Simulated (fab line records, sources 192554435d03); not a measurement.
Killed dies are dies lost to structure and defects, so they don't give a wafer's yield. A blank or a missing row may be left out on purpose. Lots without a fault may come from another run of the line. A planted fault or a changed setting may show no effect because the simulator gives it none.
Split-lot experiment | flow n5_finfet | 7 lots, 21 wafers read, on a route of 1938 steps

THE SPLIT
At N5_FIN_SAQP_SPACER1_ALD_24 (deposits SiO2, target thk 20.3 nm, pulse time 1 s, purge time 2 s), the setting temp_c was moved away from the recipe's 300 C on 6 of the 21 wafers read, by -4.4% to +3.1%. The other wafers ran this setting at the recipe's value.

FROM THE SPLIT TO THE READING: what the file shows between them, 1 step
- N5_FIN_SAQP_SPACER1_ETCHBACK_25: etches SiO2 in CHF3/O2, target depth 24.4 nm, time 12.2 s

THE READING
FIN_SAQP.cd_nm (the simulator's own value, which no gauge read), in nm, at N5_FIN_SAQP_MANDREL1_REMOVE_56 (chemistry HBr/Cl2/O2, target a-Si, stops on SiNx, bt time 10 s). The file gives no usual value for it. The 15 wafers here that ran the recipe average 20.4 nm, standard deviation 0.1 nm.

wafer  | tool, chamber at the split | temp_c as run, C | against the recipe | FIN_SAQP.cd_nm, nm | against lot-mates on the recipe
L075.1 | ald_sin-02, 1              | 287.4            | -4.2%              | 21.4               | +1.0
L075.3 | ald_sin-02, 0,3            | 300              | recipe             | 20.4               | -
L075.4 | ald_sin-02, 0,3            | 300              | recipe             | 20.4               | -
L077.2 | ald_sin-02, 3,0            | 300              | recipe             | 20.4               | -
L077.4 | ald_sin-02, 3,0            | 300              | recipe             | 20.4               | -
L077.6 | ald_sin-02, 0              | 309.4            | +3.1%              | 20                 | -0.4
L084.1 | ald_sin-02, 2,0            | 300              | recipe             | 20.6               | -
L084.2 | ald_sin-02, 1              | 286.8            | -4.4%              | 21.4               | +0.9
L084.3 | ald_sin-02, 2,0            | 300              | recipe             | 20.4               | -
L088.2 | ald_sin-02, 2,3,1          | 300              | recipe             | 20.4               | -
L088.3 | ald_sin-02, 2,3,1          | 300              | recipe             | 20.4               | -
L088.6 | ald_sin-02, 2,3,1          | 300              | recipe             | 20.4               | -
L089.1 | ald_sin-03, 3              | 296.5            | -1.2%              | 20.4               | +0.1
L089.5 | ald_sin-03, 0,3            | 300              | recipe             | 20.2               | -
L089.6 | ald_sin-03, 0,3            | 300              | recipe             | 20.4               | -
L091.1 | ald_sin-02, 0,3,2          | 300              | recipe             | 20.4               | -
L091.3 | ald_sin-02, 0,3,2          | 300              | recipe             | 20.4               | -
L091.2 | ald_sin-02, 0,3,2          | 300              | recipe             | 20.6               | -
L092.1 | ald_sin-02, 2              | 300              | recipe             | 20.6               | -
L092.2 | ald_sin-02, 0,1            | 303.8            | +1.3%              | 20.2               | -0.4
L092.3 | ald_sin-02, 0,1            | 303.8            | +1.3%              | 20.4               | -0.2
Where a row lists several chambers, the file gives one row for several wafers and doesn't say which wafer went through which chamber.

THE FIT
A straight line over all 21 wafers: FIN_SAQP.cd_nm changes by -0.193 nm for each +1% of temp_c; r = -0.92; the points scatter about the line by 0.13 nm.
The same after taking each lot's own level away (the mean of its wafers on the recipe; 21 wafers): -0.2 nm for each +1%; r = -0.96; scatter 0.099 nm.
On that fit, the largest move of temp_c shifts the reading by 0.88 nm.
The lots' own levels span 20.30 to 20.60 nm, that is 3.0 times the standard deviation above.
So the lot-to-lot level changes the slope little: the two slopes agree.
Check: with one of the wafers moved furthest among these (-4.4%) left out of the fit, the line predicts +0.878 nm for it against its lot-mates. It came out at +0.9 nm against them.

OTHER SPLITS ON THESE WAFERS
These wafers also went through other splits before the reading. Each is held against what the fit with the lots' levels taken away leaves over:
other split on the same wafers  | wafers away from the commonest value | r with FIN_SAQP.cd_nm (lot level and that fit taken away)
N5_ZERO_LAYER_COAT_05 spin_rpm  | 11                                   | +0.24
N5_ZERO_LAYER_EXPOSE_08 dose_mj | 8                                    | -0.17

THE FILE'S OWN FIT
FIN_SAQP.cd_nm changes by -0.199 nm for each +1% of temp_c, r = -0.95.
